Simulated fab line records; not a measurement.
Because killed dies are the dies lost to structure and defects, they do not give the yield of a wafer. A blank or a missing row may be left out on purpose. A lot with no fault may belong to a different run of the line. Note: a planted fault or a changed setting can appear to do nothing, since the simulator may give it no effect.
The tool behind it: which one? | flow n5 finfet | 24 lots, 72 wafers sampled, at 6 steps of a route of 1938

WHAT EACH GAUGE READ, for each wafer
N5_BEOL_M10_THK_MEAS_01. Usual: M10_ILD_THK typically reads 268 nm, with standard deviation 3.1.
lot  | measured     | on            | M10_ILD_THK (nm) | flag
L074 | day 9 23:32  | film metro-02 | 269 277 270      |
L075 | day 10 08:50 | film metro-02 | 267 270 272      |
L077 | day 10 18:44 | film metro-01 | 266 270 271      |
L076 | day 10 20:29 | film metro-01 | 263 264 270      |
L078 | day 11 02:41 | film metro-02 | 268 273 270      |
L079 | day 11 03:35 | film metro-02 | 266 272 268      |
L080 | day 11 10:34 | film metro-02 | 267 270 271      |
L081 | day 11 14:41 | film metro-01 | 263 266 268      |
L083 | day 11 21:37 | film metro-02 | 260 261 266      |
L082 | day 11 22:04 | film metro-02 | 270 273 276      |
L084 | day 12 08:38 | film metro-02 | 264 265 267      |
L085 | day 12 19:53 | film metro-01 | 265 266 269      |
L086 | day 12 22:51 | film metro-01 | 266 271 269      |
L087 | day 13 06:07 | film metro-01 | 262 262 267      |
L089 | day 13 12:32 | film metro-02 | 266 270 271      |
L090 | day 13 20:55 | film metro-02 | 263 265 269      |
L088 | day 13 22:56 | film metro-01 | 266 268 270      |
L093 | day 14 05:47 | film metro-01 | 267 264 266      |
L091 | day 14 13:41 | film metro-01 | 267 271 270      |
L092 | day 14 16:31 | film metro-02 | 264 266 266      |
L094 | day 14 17:50 | film metro-01 | 264 269 269      |
L095 | day 15 02:07 | film metro-02 | 265 272 269      |
L096 | day 15 18:44 | film metro-01 | 270 273 271      |
L097 | day 16 07:22 | film metro-01 | 265 267 273      |

N5_BEOL_M11_INSPECT_13: inspects for defects (brightfield). Usual: raw defect count 377, standard deviation 89.
lot  | measured     | on                | raw defect count | flag
L074 | day 10 12:08 | defect inspect-01 | 359 240 339      |
L075 | day 10 18:04 | defect inspect-02 | 435 553 323      |
L077 | day 11 02:35 | defect inspect-01 | 332 438 360      |
L076 | day 11 03:16 | defect inspect-02 | 395 437 410      |
L078 | day 11 11:33 | defect inspect-01 | 558 491 496      |
L079 | day 11 11:57 | defect inspect-02 | 267 403 356      |
L080 | day 11 20:34 | defect inspect-02 | 381 269 327      |
L081 | day 12 02:29 | defect inspect-01 | 362 275 386      |
L083 | day 12 06:26 | defect inspect-02 | 265 300 307      |
L082 | day 12 06:14 | defect inspect-01 | 421 454 467      |
L084 | day 12 19:14 | defect inspect-01 | 359 286 341      |
L085 | day 13 08:15 | defect inspect-01 | 430 474 669      |
L086 | day 13 10:30 | defect inspect-02 | 368 461 467      |
L087 | day 13 14:58 | defect inspect-02 | 199 241 231      |
L089 | day 13 22:08 | defect inspect-02 | 376 321 306      |
L090 | day 14 03:04 | defect inspect-01 | 351 392 431      |
L088 | day 14 06:20 | defect inspect-02 | 450 558 438      |
L093 | day 14 15:38 | defect inspect-01 | 341 328 358      |
L091 | day 15 00:23 | defect inspect-01 | 301 342 341      |
L092 | day 15 05:18 | defect inspect-01 | 381 453 353      |
L094 | day 15 05:16 | defect inspect-01 | 310 557 331      |
L095 | day 15 09:14 | defect inspect-01 | 370 396 272      |
L096 | day 16 02:55 | defect inspect-01 | 326 311 507      |
L097 | day 16 15:30 | defect inspect-01 | 302 288 349      |

TOOL THAT RAN EACH LOT (tool first, then ch and the chambers of the sampled wafers, then the start)
lot  | N5_BEOL_M9_STRIP_80                           | N5_BEOL_M10_ETCH_62                | N5_BEOL_M10_DEGAS_44         | N5_BEOL_M10_PRE_CLEAN_45
L074 | rie diel-02 ch 1,3, day 9 23:32 or earlier    | rie diel-06 ch 2,3, day 10 01:28   | pvd sputter-03, day 10 04:01 | pvd sputter-03, day 10 04:03
L075 | rie diel-02 ch 0,1,3, day 10 08:50 or earlier | rie diel-05 ch 0,1,3, day 10 10:12 | pvd sputter-03, day 10 14:11 | pvd sputter-03, day 10 14:14
L077 | rie diel-04 ch 2,3, day 10 18:44 or earlier   | rie diel-01 ch 0,1, day 10 19:45   | pvd sputter-02, day 10 23:27 | pvd sputter-02, day 10 23:29
L076 | rie diel-02 ch 0,1,3, day 10 20:29 or earlier | rie diel-05 ch 1,2,3, day 10 21:29 | pvd sputter-02, day 11 00:01 | pvd sputter-02, day 11 00:03
L078 | rie diel-04 ch 1,3, day 11 02:41 or earlier   | rie diel-06 ch 0,1,2, day 11 03:29 | pvd sputter-01, day 11 07:41 | pvd sputter-01, day 11 07:44
L079 | rie diel-04 ch 0,1,2, day 11 03:35 or earlier | rie diel-01 ch 0,2, day 11 04:20   | pvd sputter-03, day 11 07:55 | pvd sputter-03, day 11 07:58
L080 | rie diel-03 ch 0,2,3, day 11 10:34 or earlier | rie diel-06 ch 1,3, day 11 12:04   | pvd sputter-02, day 11 15:12 | pvd sputter-02, day 11 15:14
L081 | rie diel-04 ch 0,3, day 11 14:41 or earlier   | rie diel-05 ch 0,1,3, day 11 15:30 | pvd sputter-02, day 11 19:08 | pvd sputter-02, day 11 19:11
L083 | rie diel-04 ch 1,2,3, day 11 21:37 or earlier | rie diel-05 ch 0,1,3, day 11 22:44 | pvd sputter-03, day 12 01:46 | pvd sputter-03, day 12 01:48
L082 | rie diel-02 ch 0,2,3, day 11 22:04 or earlier | rie diel-01 ch 1,2,3, day 11 23:15 | pvd sputter-01, day 12 02:01 | pvd sputter-01, day 12 02:03
L084 | rie diel-04 ch 2,3, day 12 08:38 or earlier   | rie diel-05 ch 0,2,3, day 12 11:23 | pvd sputter-03, day 12 16:19 | pvd sputter-03, day 12 16:22
L085 | rie diel-04 ch 1,2,3, day 12 19:53 or earlier | rie diel-06 ch 0,2,3, day 12 21:32 | pvd sputter-02, day 13 03:43 | pvd sputter-02, day 13 03:46
L086 | rie diel-04 ch 0,2, day 12 22:51 or earlier   | rie diel-06 ch 1,2,3, day 13 02:23 | pvd sputter-01, day 13 05:44 | pvd sputter-01, day 13 05:46
L087 | rie diel-03 ch 0,1,2, day 13 06:07 or earlier | rie diel-06 ch 0,2, day 13 07:46   | pvd sputter-02, day 13 10:03 | pvd sputter-02, day 13 10:05
L089 | rie diel-04 ch 0,1,2, day 13 12:32 or earlier | rie diel-05 ch 0,1, day 13 15:11   | pvd sputter-01, day 13 18:34 | pvd sputter-01, day 13 18:36
L090 | rie diel-02 ch 0,2,3, day 13 20:55 or earlier | rie diel-06 ch 1,3, day 13 21:34   | pvd sputter-01, day 13 23:36 | pvd sputter-01, day 13 23:38
L088 | rie diel-04 ch 0,2, day 13 22:56 or earlier   | rie diel-01 ch 0,2, day 14 00:28   | pvd sputter-03, day 14 02:43 | pvd sputter-03, day 14 02:46
L093 | rie diel-04 ch 0,1,2, day 14 05:47 or earlier | rie diel-01 ch 0,1,3, day 14 06:55 | pvd sputter-01, day 14 10:31 | pvd sputter-01, day 14 10:33
L091 | rie diel-04 ch 1,2,3, day 14 13:41 or earlier | rie diel-01 ch 0,1,3, day 14 15:38 | pvd sputter-03, day 14 19:38 | pvd sputter-03, day 14 19:40
L092 | rie diel-04 ch 1,3, day 14 16:31 or earlier   | rie diel-06 ch 0,1,2, day 14 19:47 | pvd sputter-02, day 15 00:06 | pvd sputter-02, day 15 00:08
L094 | rie diel-03 ch 0,1, day 14 17:50 or earlier   | rie diel-01 ch 0,2,3, day 14 19:56 | pvd sputter-02, day 15 00:01 | pvd sputter-02, day 15 00:04
L095 | rie diel-02 ch 0,1, day 15 02:07 or earlier   | rie diel-01 ch 0,1,2, day 15 03:07 | pvd sputter-01, day 15 05:07 | pvd sputter-01, day 15 05:09
L096 | rie diel-03 ch 2,3, day 15 18:44 or earlier   | rie diel-05 ch 0,2,3, day 15 20:02 | pvd sputter-01, day 15 22:40 | pvd sputter-01, day 15 22:42
L097 | rie diel-04 ch 2,3, day 16 07:22 or earlier   | rie diel-06 ch 0,2, day 16 08:01   | pvd sputter-02, day 16 11:33 | pvd sputter-02, day 16 11:35
- N5_BEOL_M9_STRIP_80: strips in N2/H2, time 10 s.
- N5_BEOL_M10_ETCH_62: etches SOC in N2/H2, target depth 110 nm, overetch 22 nm, time 165 s.
- N5_BEOL_M10_DEGAS_44: time 60 s.
- N5_BEOL_M10_PRE_CLEAN_45: time 30 s.

WHAT THE TOOLS THEMSELVES READ (means of the sampled wafers that have a number; where no wafer has one, the mark that the record gives instead)
N5_BEOL_M9_STRIP_80. Usual: drypump motor current A 5.8 A, standard deviation 0.35; h2 flow sccm 200.0 sccm, standard deviation 0.55; oes product au 0.79 a.u., standard deviation 0.1; rf vpp V 59.0 V, standard deviation 0.91; showerhead plenum p Torr 2.51 Torr, standard deviation 0.079; throttle valve pct 23.60 %, standard deviation 0.27.
lot  | tool        | drypump motor current A (A) | h2 flow sccm (sccm) | oes product au (a.u.) | rf vpp V (V) | showerhead plenum p Torr (Torr) | throttle valve pct (%) | flag
L074 | rie diel-02 | 6.1                         | 200.0               | 0.89                  | 58.9         | 2.51                            | 23.23                  |
L075 | rie diel-02 | 5.9                         | 200.1               | 0.82                  | 58.7         | 2.49                            | 23.46                  |
L077 | rie diel-04 | 5.7                         | 200.4               | 0.86                  | 59.0         | 2.49                            | 23.64                  |
L076 | rie diel-02 | 5.9                         | 200.1               | 0.80                  | 58.9         | 2.49                            | 23.45                  |
L078 | rie diel-04 | 6.0                         | 200.5               | 0.73                  | 59.3         | 2.59                            | 23.67                  |
L079 | rie diel-04 | 5.8                         | 199.8               | 0.79                  | 59.5         | 2.55                            | 23.64                  |
L080 | rie diel-03 | 6.2                         | 200.4               | 0.74                  | 58.7         | 2.43                            | 23.69                  |
L081 | rie diel-04 | 5.7                         | 199.9               | 0.69                  | 59.1         | 2.51                            | 23.88                  |
L083 | rie diel-04 | 5.9                         | 199.8               | 0.79                  | 58.8         | 2.54                            | 23.67                  |
L082 | rie diel-02 | 5.7                         | 200.3               | 0.85                  | 58.5         | 2.54                            | 23.42                  |
L084 | rie diel-04 | 5.7                         | 200.0               | 0.84                  | 60.0         | 2.49                            | 23.65                  |
L085 | rie diel-04 | 5.9                         | 200.1               | 0.77                  | 59.4         | 2.54                            | 23.68                  |
L086 | rie diel-04 | 5.7                         | 200.1               | 0.82                  | 58.7         | 2.49                            | 23.67                  |
L087 | rie diel-03 | 5.7                         | 200.4               | 0.78                  | 59.4         | 2.47                            | 23.56                  |
L089 | rie diel-04 | 5.8                         | 200.0               | 0.76                  | 59.6         | 2.54                            | 23.68                  |
L090 | rie diel-02 | 5.7                         | 200.5               | 0.83                  | 59.3         | 2.53                            | 23.44                  |
L088 | rie diel-04 | 5.7                         | 199.8               | 0.81                  | 59.0         | 2.49                            | 23.66                  |
L093 | rie diel-04 | 5.8                         | 200.1               | 0.76                  | 59.0         | 2.53                            | 23.69                  |
L091 | rie diel-04 | 5.9                         | 199.8               | 0.88                  | 58.3         | 2.53                            | 23.57                  |
L092 | rie diel-04 | 6.0                         | 199.9               | 0.81                  | 58.5         | 2.58                            | 23.58                  |
L094 | rie diel-03 | 5.6                         | 200.6               | 0.78                  | 57.6         | 2.46                            | 23.45                  |
L095 | rie diel-02 | 5.7                         | 199.6               | 0.72                  | 59.5         | 2.45                            | 23.70                  |
L096 | rie diel-03 | 6.2                         | 200.4               | 0.71                  | 58.9         | 2.42                            | 23.85                  |
L097 | rie diel-04 | 5.7                         | 200.1               | 0.88                  | 58.9         | 2.48                            | 23.57                  |

N5_BEOL_M10_ETCH_62. Usual: bias w 150.0 W (standard deviation 0.45); drypump motor current A 5.6 A (standard deviation 0.45); h2 flow sccm 199.9 sccm (standard deviation 0.63); oes product au 0.69 a.u. (standard deviation 0.061); rf vpp V 524.1 V (standard deviation 2.7); showerhead plenum p Torr 2.55 Torr (standard deviation 0.093); throttle valve pct 17.81 % (standard deviation 0.2).
lot  | tool        | bias w (W) | drypump motor current A (A) | h2 flow sccm (sccm) | oes product au (a.u.) | rf vpp V (V) | showerhead plenum p Torr (Torr) | throttle valve pct (%) | flag
L074 | rie diel-06 | 150.5      | 5.7                         | 200.1               | 0.59                  | 524.7        | 2.57                            | 18.15                  |
L075 | rie diel-05 | 149.9      | 5.5                         | 199.4               | 0.73                  | 525.4        | 2.58                            | 17.55                  |
L077 | rie diel-01 | 149.4      | 6.0                         | 200.3               | 0.58                  | 523.4        | 2.51                            | 18.19                  |
L076 | rie diel-05 | 150.4      | 5.6                         | 200.1               | 0.72                  | 524.8        | 2.58                            | 17.70                  |
L078 | rie diel-06 | 150.3      | 5.6                         | 200.1               | 0.67                  | 526.6        | 2.62                            | 17.95                  |
L079 | rie diel-01 | 149.8      | 5.6                         | 199.4               | 0.62                  | 521.7        | 2.46                            | 17.95                  |
L080 | rie diel-06 | 150.5      | 5.9                         | 199.8               | 0.77                  | 525.6        | 2.63                            | 17.84                  |
L081 | rie diel-05 | 150.0      | 5.5                         | 199.4               | 0.71                  | 525.4        | 2.58                            | 17.56                  |
L083 | rie diel-05 | 149.5      | 5.5                         | 200.4               | 0.71                  | 525.7        | 2.58                            | 17.57                  |
L082 | rie diel-01 | 150.1      | 5.4                         | 200.0               | 0.62                  | 522.4        | 2.46                            | 17.79                  |
L084 | rie diel-05 | 149.7      | 5.4                         | 200.1               | 0.70                  | 523.1        | 2.54                            | 17.73                  |
L085 | rie diel-06 | 150.3      | 5.4                         | 200.2               | 0.68                  | 524.8        | 2.59                            | 17.93                  |
L086 | rie diel-06 | 150.5      | 5.9                         | 199.4               | 0.68                  | 526.0        | 2.59                            | 17.95                  |
L087 | rie diel-06 | 150.2      | 5.1                         | 200.1               | 0.65                  | 526.5        | 2.61                            | 17.95                  |
L089 | rie diel-05 | 149.6      | 5.9                         | 200.0               | 0.71                  | 523.6        | 2.53                            | 17.58                  |
L090 | rie diel-06 | 149.9      | 5.9                         | 199.7               | 0.72                  | 525.6        | 2.62                            | 17.88                  |
L088 | rie diel-01 | 149.8      | 5.9                         | 199.6               | 0.72                  | 522.0        | 2.48                            | 17.88                  |
L093 | rie diel-01 | 149.9      | 5.7                         | 199.4               | 0.73                  | 521.1        | 2.48                            | 17.70                  |
L091 | rie diel-01 | 149.7      | 5.7                         | 199.5               | 0.73                  | 523.1        | 2.48                            | 17.72                  |
L092 | rie diel-06 | 150.0      | 5.6                         | 200.0               | 0.72                  | 526.0        | 2.61                            | 17.87                  |
L094 | rie diel-01 | 149.8      | 5.6                         | 199.6               | 0.67                  | 521.2        | 2.45                            | 17.80                  |
L095 | rie diel-01 | 150.0      | 5.7                         | 200.4               | 0.72                  | 521.7        | 2.47                            | 17.78                  |
L096 | rie diel-05 | 150.2      | 5.4                         | 200.0               | 0.67                  | 523.1        | 2.52                            | 17.79                  |
L097 | rie diel-06 | 149.8      | 5.1                         | 200.3               | 0.70                  | 525.0        | 2.60                            | 17.85                  |

N5_BEOL_M10_DEGAS_44. Usual: heater power w 347 W, standard deviation 32.
lot  | tool           | heater power w (W) | flag
L074 | pvd sputter-03 | 329                |
L075 | pvd sputter-03 | 333                |
L077 | pvd sputter-02 | 362                |
L076 | pvd sputter-02 | 370                |
L078 | pvd sputter-01 | 347                |
L079 | pvd sputter-03 | 317                |
L080 | pvd sputter-02 | 357                |
L081 | pvd sputter-02 | 375                |
L083 | pvd sputter-03 | 328                |
L082 | pvd sputter-01 | 353                |
L084 | pvd sputter-03 | 314                |
L085 | pvd sputter-02 | 392                |
L086 | pvd sputter-01 | 336                |
L087 | pvd sputter-02 | 344                |
L089 | pvd sputter-01 | 345                |
L090 | pvd sputter-01 | 340                |
L088 | pvd sputter-03 | 322                |
L093 | pvd sputter-01 | 351                |
L091 | pvd sputter-03 | 317                |
L092 | pvd sputter-02 | 341                |
L094 | pvd sputter-02 | 347                |
L095 | pvd sputter-01 | 338                |
L096 | pvd sputter-01 | 348                |
L097 | pvd sputter-02 | 374                |

N5_BEOL_M10_PRE_CLEAN_45. Usual: heater power w 347 W, standard deviation 31.
lot  | tool           | heater power w (W) | flag
L074 | pvd sputter-03 | 329                |
L075 | pvd sputter-03 | 328                |
L077 | pvd sputter-02 | 354                |
L076 | pvd sputter-02 | 376                |
L078 | pvd sputter-01 | 347                |
L079 | pvd sputter-03 | 315                |
L080 | pvd sputter-02 | 363                |
L081 | pvd sputter-02 | 377                |
L083 | pvd sputter-03 | 334                |
L082 | pvd sputter-01 | 350                |
L084 | pvd sputter-03 | 319                |
L085 | pvd sputter-02 | 389                |
L086 | pvd sputter-01 | 347                |
L087 | pvd sputter-02 | 337                |
L089 | pvd sputter-01 | 341                |
L090 | pvd sputter-01 | 339                |
L088 | pvd sputter-03 | 319                |
L093 | pvd sputter-01 | 359                |
L091 | pvd sputter-03 | 312                |
L092 | pvd sputter-02 | 346                |
L094 | pvd sputter-02 | 339                |
L095 | pvd sputter-01 | 340                |
L096 | pvd sputter-01 | 352                |
L097 | pvd sputter-02 | 375                |

THE ANSWER, worked out from the rows above alone
Rule: lot off if the mean of its wafers having a number is beyond 3 standard deviations from the usual mean. Also off: a lot with no number at a reading for which 4 or more lots have one. All remaining lots with rows at the step are treated as sound. First the gauges in route order, then the tools' own readings, where a lot's mean is used as printed above. At the first step where some lot is off, the reading lying furthest off is the one used; lots without a number count as furthest.
Across all readings shown, no lot is off: no conclusion can be drawn from this.

WHAT HAD BEEN PUT IN BY THE SIMULATOR
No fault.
